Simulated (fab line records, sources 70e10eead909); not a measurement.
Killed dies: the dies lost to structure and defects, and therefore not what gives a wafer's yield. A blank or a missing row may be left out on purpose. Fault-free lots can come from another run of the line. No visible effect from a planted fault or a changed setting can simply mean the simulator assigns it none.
fab line records	flow nand-harc
record: lots: 13	wafers: 39	last-day: 24
route steps=1159 shown P_M0@266 P_M1@293
lots that met no fault: taken from a fault-free run of the same line
start-h: hours from the record's opening day to when the first of the lot's shown wafers began	wait-h: hours since the lot's step before	" repeats the value in the row above	L1.1+2: a row that stands for several wafers	- value missing, or start not given	* or withheld: withheld	< > ~ a bound
route shown NAME@n: names a module that has steps shown in the file, with the first one's number in the route	usual: mean and standard deviation over wafers with no fault	same: alike in all rows	chamber/n: place in a boat	sites: per-site readings	_std_site: the standard deviation of these	_edge_site: inner sites' mean taken away from outer sites' mean	radius-mm: for every site, how far away it sits from the centre of the wafer	mask NAME#n: copy n	behind: the most recent tool/chamber to have shaped the wafer	hold: the reason the lot was held/the length of the hold in hours/how it ended	device: which transistor (n, p or np) failed to switch	end of line: the tests these same wafers got at the end of their route	a step with no rows: only its recipe	killed: count of dies lost to structure and defects at first sort (not the wafer's yield)	map: per-die view of a wafer (x killed, . not killed, _ where there is no die)
set.NAME: the run value of the setting; set.NAME@STEP: its run value at that earlier step	model.NAME: the simulator's own value behind a step, which no gauge read
the route's steps for a sample of lots (tables are steps, rows are wafers)
services: the hour from which a tool's chamber was out of use, counted from the record's first day as start-h (under 0 if before that day), plus the number of hours and why
== steps ==
step: NHARC_P_M0_DESCUM_14
recipe: time-s: 3	o2-flow-sccm: 200	ar-flow-sccm: 0	bias-power-w: 0	chemistry: O2
usual: drypump-motor-current-A: 5.7/0.33	oes-product-au: 0.997/0.009	rf-vpp-V: 58.1/0.9	showerhead-plenum-p-Torr: 1.97/0.083	throttle-valve-pct: 11.310/0.0086
lot.wafer	tool	chamber	start-h	wait-h	drypump-motor-current-A	oes-product-au	rf-hours-counter-h	rf-vpp-V	showerhead-plenum-p-Torr	throttle-valve-pct
L950.1	rie-diel-07	1	130.00	0.1	5.2	0.997	3.3	60.0	2.06	11.310
L950.2	"	3	"	"	5.4	0.995	4.0	57.1	1.82	11.313
L950.6	"	2	"	"	5.4	1.001	-	57.6	2.07	11.321
L951.1	rie-diel-07	3	134.18	0.1	5.4	0.996	4.3	57.6	1.82	11.295
L951.3	"	0	"	"	5.8	1.003	3.8	58.6	1.94	11.316
L951.5	"	3	"	"	5.4	0.998	-	56.8	1.82	11.303
L953.2	rie-diel-10	0	139.09	0.1	5.7	0.993	8.0	56.9	1.83	11.312
L953.4	"	3	"	"	5.2	1.008	-	56.3	2.00	11.303
L953.5	"	0	"	"	5.6	0.987	-	58.3	1.83	11.310
L952.2	rie-diel-07	0	139.69	0.1	5.8	0.997	4.0	57.1	1.94	11.321
L952.3	"	2	"	"	5.4	1.000	4.5	58.1	2.07	11.297
L952.5	"	3	"	"	5.4	0.988	-	57.8	1.82	11.326
L964.4	rie-diel-02	3	214.31	0.1	5.7	0.997	3.7	57.8	1.91	11.313
L964.2	"	1	"	"	5.6	0.988	3.9	57.5	1.95	11.313
L964.5	"	3	"	"	5.7	0.996	-	59.0	1.91	11.323
L965.4	rie-diel-10	2	214.69	0.1	6.3	0.983	0.5	59.0	2.05	11.303
L965.3	"	3	"	"	5.2	0.987	2.3	57.8	1.99	11.321
L965.6	"	1	"	"	5.9	0.983	-	58.1	2.04	11.302
L966.4	rie-diel-07	3	219.12	0.1	5.4	0.996	9.5	56.9	1.82	11.313
L966.2	"	2	"	"	5.4	1.008	10.4	59.3	2.07	11.312
L966.6	"	3	"	"	5.4	0.993	-	57.9	1.81	11.304
L968.3	rie-diel-02	0	223.20	0.1	6.2	1.002	4.5	58.1	2.00	11.308
L968.4	"	1	"	"	5.6	0.988	4.7	57.6	1.95	11.322
L968.1	"	2	"	"	5.9	0.992	3.4	57.4	1.98	11.317
L969.4	rie-diel-10	3	232.25	0.1	5.2	1.006	3.3	59.1	1.99	11.303
L969.2	"	1	"	"	5.9	0.984	3.5	57.2	2.04	11.306
L969.5	"	2	"	"	6.3	0.987	-	58.0	2.05	11.305
L971.2	rie-diel-02	1	240.76	0.1	5.6	0.989	6.2	57.8	1.94	11.312
L971.6	"	0	"	"	6.2	0.989	-	57.9	2.00	11.312
L971.5	"	1	"	"	5.7	0.987	-	59.1	1.94	11.295
L972.3	rie-diel-10	1	241.21	0.1	5.9	0.992	4.2	58.2	2.04	11.310
L972.1	"	3	"	"	5.2	1.008	4.2	57.7	1.99	11.308
L972.5	"	1	"	"	5.9	0.986	-	56.8	2.04	11.310
L970.4	rie-diel-02	0	243.38	0.1	6.2	0.999	6.0	58.7	2.00	11.319
L970.3	"	2	"	"	5.9	1.006	4.8	59.2	1.98	11.292
L970.5	"	1	"	"	5.6	0.996	-	57.3	1.94	11.303
L973.1	rie-diel-10	2	252.51	0.1	6.3	0.992	3.8	58.2	2.05	11.320
L973.2	"	3	"	"	5.2	0.986	5.0	59.3	1.99	11.307
L973.5	"	1	"	"	5.9	0.984	-	59.5	2.04	11.307
step: NHARC_P_M1_PEB_07
recipe: peb-temp-c: 100	peb-time-s: 65
usual: heater-power-total-W: 156.7/0.4
lot.wafer	tool	chamber	start-h	wait-h	heater-power-total-W
L950.1	litho-track-06	0	133.89	0.1	156.6
L950.2	"	0	"	"	157.1
L950.6	"	0	"	"	156.5
L951.1	litho-track-01	0	137.98	0.1	156.5
L951.3	"	0	"	"	156.3
L951.5	"	0	"	"	156.8
L953.2	litho-track-01	0	142.95	0.1	156.8
L953.4	"	0	"	"	156.5
L953.5	"	0	"	"	156.7
L952.2	litho-track-01	0	143.47	0.1	196.9
L952.3	"	0	"	"	156.0
L952.5	"	0	"	"	156.9
L964.2	litho-track-04	0	217.96	0.1	155.9
L964.4	"	0	"	"	156.8
L964.5	"	0	"	"	157.1
L965.3	litho-track-06	0	218.49	0.0	156.8
L965.4	"	0	"	"	157.1
L965.6	"	0	"	"	155.9
L966.2	litho-track-06	0	223.08	0.1	156.4
L966.4	"	0	"	"	156.0
L966.6	"	0	"	"	157.1
L968.1	litho-track-06	0	227.09	0.1	156.3
L968.3	"	0	"	"	155.9
L968.4	"	0	"	"	157.1
L969.2	litho-track-04	0	236.15	0.1	157.0
L969.4	"	0	"	"	156.7
L969.5	"	0	"	"	156.9
L971.2	litho-track-06	0	244.61	0.1	156.0
L971.5	"	0	"	"	157.2
L971.6	"	0	"	"	156.1
L972.1	litho-track-01	0	245.17	0.1	157.1
L972.3	"	0	"	"	156.8
L972.5	"	0	"	"	157.1
L970.3	litho-track-06	0	247.18	0.1	156.9
L970.4	"	0	"	"	156.7
L970.5	"	0	"	"	156.5
L973.1	litho-track-06	0	260.06	0.1	157.1
L973.2	"	0	"	"	156.6
L973.5	"	0	"	"	156.2
step: NHARC_P_M1_CD_MEAS_09
recipe: target-cd-nm: 130	landing-energy-ev: 500
usual: cd-nm: 129.9/0.65
lot.wafer	tool	chamber	start-h	wait-h	cd-nm
L950.1	cd-sem-01	0	133.97	-	130.3
L950.2	"	0	"	"	129.6
L950.6	"	0	"	"	130.0
L951.1	cd-sem-01	0	138.06	-	130.4
L951.3	"	0	"	"	131.2
L951.5	"	0	"	"	130.7
L953.2	cd-sem-01	0	143.03	-	129.9
L953.4	"	0	"	"	130.7
L953.5	"	0	"	"	130.4
L952.2	cd-sem-01	0	143.55	-	114.1
L952.3	"	0	"	"	130.2
L952.5	"	0	"	"	130.1
L964.2	cd-sem-03	0	218.04	-	128.7
L964.4	"	0	"	"	128.5
L964.5	"	0	"	"	128.6
L965.3	cd-sem-03	0	218.58	-	129.3
L965.4	"	0	"	"	129.3
L965.6	"	0	"	"	129.6
L966.2	cd-sem-01	0	223.16	-	129.7
L966.4	"	0	"	"	129.7
L966.6	"	0	"	"	129.6
L968.1	cd-sem-03	0	227.17	-	129.9
L968.3	"	0	"	"	130.8
L968.4	"	0	"	"	130.1
L969.2	cd-sem-03	0	236.23	-	130.9
L969.4	"	0	"	"	130.6
L969.5	"	0	"	"	131.4
L971.2	cd-sem-03	0	244.69	-	130.0
L971.5	"	0	"	"	129.3
L971.6	"	0	"	"	129.6
L972.1	cd-sem-01	0	245.25	-	130.5
L972.3	"	0	"	"	131.1
L972.5	"	0	"	"	130.0
L970.3	cd-sem-02	0	247.27	-	129.4
L970.4	"	0	"	"	129.5
L970.5	"	0	"	"	130.1
L973.1	cd-sem-01	0	260.15	-	129.5
L973.2	"	0	"	"	130.3
L973.5	"	0	"	"	130.1
step: NHARC_P_M1_OVL_MEAS_10
recipe: pitch-nm: 260
usual: overlay-x-nm: 0.1/0.84	overlay-y-nm: -0.3/0.82
lot.wafer	tool	chamber	start-h	wait-h	overlay-x-nm	overlay-y-nm
L950.1	overlay-01	-	134.05	-	0.7	0.0
L950.2	"	-	"	"	0.0	-0.1
L950.6	"	-	"	"	0.3	0.1
L951.1	overlay-02	-	138.15	-	-0.1	-0.3
L951.3	"	-	"	"	0.0	-0.5
L951.5	"	-	"	"	-0.2	0.1
L953.2	overlay-02	-	143.12	-	0.6	-0.3
L953.4	"	-	"	"	0.8	-1.1
L953.5	"	-	"	"	0.0	-0.6
L952.2	overlay-02	-	143.63	-	3.1	0.7
L952.3	"	-	"	"	2.8	0.3
L952.5	"	-	"	"	3.3	0.7
L964.2	overlay-01	-	218.13	-	0.5	-0.9
L964.4	"	-	"	"	0.2	-0.6
L964.5	"	-	"	"	0.2	-0.5
L965.3	overlay-01	-	218.66	-	0.3	-0.3
L965.4	"	-	"	"	0.4	-0.7
L965.6	"	-	"	"	0.1	0.1
L966.2	overlay-01	-	223.25	-	-0.9	1.2
L966.4	"	-	"	"	-1.2	0.8
L966.6	"	-	"	"	-1.3	1.0
L968.1	overlay-02	-	227.25	-	-1.0	-1.1
L968.3	"	-	"	"	-0.5	-1.0
L968.4	"	-	"	"	-1.2	-1.4
L969.2	overlay-01	-	236.32	-	0.2	-1.4
L969.4	"	-	"	"	0.5	-1.3
L969.5	"	-	"	"	0.7	-1.7
L971.2	overlay-01	-	244.78	-	-0.8	-0.8
L971.5	"	-	"	"	-0.5	-1.0
L971.6	"	-	"	"	-0.4	-1.0
L972.1	overlay-01	-	245.35	-	0.0	0.2
L972.3	"	-	"	"	0.5	-0.7
L972.5	"	-	"	"	0.6	0.2
L970.3	overlay-02	-	247.35	-	0.8	-2.1
L970.4	"	-	"	"	0.5	-2.3
L970.5	"	-	"	"	0.8	-2.1
L973.1	overlay-01	-	260.24	-	0.4	0.5
L973.2	"	-	"	"	0.4	-0.1
L973.5	"	-	"	"	0.6	0.0
step: NHARC_P_M1_PRE_CLEAN_30
recipe: time-s: 30	temp-c: 280	gas: H2/He
usual: heater-power-w: 404/32
lot.wafer	tool	chamber	start-h	wait-h	heater-power-w
L950.2	pvd-sputter-02	-	-	-	376
L950.1	"	-	"	"	378
L950.6	"	-	"	"	379
L951.3	pvd-sputter-01	-	-	-	409
L951.1	"	-	"	"	481
L951.5	"	-	"	"	417
L953.4	pvd-sputter-01	-	-	-	366
L953.2	"	-	"	"	413
L953.5	"	-	"	"	376
L952.3	pvd-sputter-01	-	-	-	488
L952.2	"	-	"	"	413
L952.5	"	-	"	"	372
L964.4	pvd-sputter-01	-	-	-	484
L964.2	"	-	"	"	387
L964.5	"	-	"	"	410
L965.3	pvd-sputter-03	-	-	-	372
L965.4	"	-	"	"	422
L965.6	"	-	"	"	374
L966.2	pvd-sputter-03	-	-	-	417
L966.4	"	-	"	"	439
L966.6	"	-	"	"	370
L968.3	pvd-sputter-02	-	-	-	389
L968.4	"	-	"	"	386
L968.1	"	-	"	"	383
L969.2	pvd-sputter-02	-	-	-	400
L969.4	"	-	"	"	373
L969.5	"	-	"	"	372
L971.2	pvd-sputter-03	-	-	-	436
L971.6	"	-	"	"	425
L971.5	"	-	"	"	372
L972.3	pvd-sputter-01	-	-	-	476
L972.1	"	-	"	"	408
L972.5	"	-	"	"	384
L970.4	pvd-sputter-02	-	-	-	389
L970.3	"	-	"	"	380
L970.5	"	-	"	"	372
L973.1	pvd-sputter-01	-	-	-	384
L973.2	"	-	"	"	418
L973.5	"	-	"	"	414
== services ==
tool	chamber	start-h	hours	kind
rie-diel-10	0	106.58	-	clean
rie-diel-10	1	106.58	-	clean
rie-diel-10	2	106.58	-	clean
rie-diel-10	3	106.58	-	clean
rie-diel-10	2	112.53	4.0	repair
pvd-sputter-01	-	114.58	3.1	repair
litho-track-06	-	117.00	7.0	pm
pvd-sputter-03	-	121.23	1.4	repair
rie-diel-02	2	125.84	5.7	repair
rie-diel-10	0	131.08	-	clean
rie-diel-10	1	131.08	-	clean
rie-diel-10	2	131.08	-	clean
rie-diel-10	2	134.76	5.2	repair
pvd-sputter-01	-	140.29	1.6	repair
litho-track-04	-	141.00	7.0	pm
rie-diel-02	-	150.70	9.0	pm
pvd-sputter-01	-	158.02	10.0	pm
rie-diel-07	3	176.04	5.4	repair
rie-diel-10	-	176.50	9.0	pm
rie-diel-10	2	191.69	14.2	repair
pvd-sputter-02	-	214.00	10.0	pm
pvd-sputter-03	-	227.85	3.2	repair
rie-diel-07	-	228.20	9.0	pm
pvd-sputter-01	-	253.77	1.1	repair
== key ==
first-sign: step: NHARC_P_M1_PEB_07	reading: heater-power-total-W	direction: up	sigmas: 99+	usual: *	struck: *
effect: step: NHARC_P_M1_CD_MEAS_09	reading: cd-nm	direction: down	sigmas: 24	usual: 129.9	struck: 114.1
met-at NHARC_P_M1_PEB_07
struck-lots L952
struck-wafers L952.2
sort-left-out L952.2
not-acting-at NHARC_P_M0_DESCUM_14,NHARC_P_M1_OVL_MEAS_10,NHARC_P_M1_PRE_CLEAN_30
onset-between 142.95 143.47
fault: kind: process-parameter-drift	tool: litho-track-01	chamber: -	onset-h: 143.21	steps: NHARC_P_M1_PEB_07	channel: peb-time-s	offset: *	shape: step	end-h: 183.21	scope: struck-wafers-only	acts-in: *	stated: *
sort-left-out: the simulated sort isn't trusted on such a fault, so these wafers' sort isn't shown, and their yield isn't known
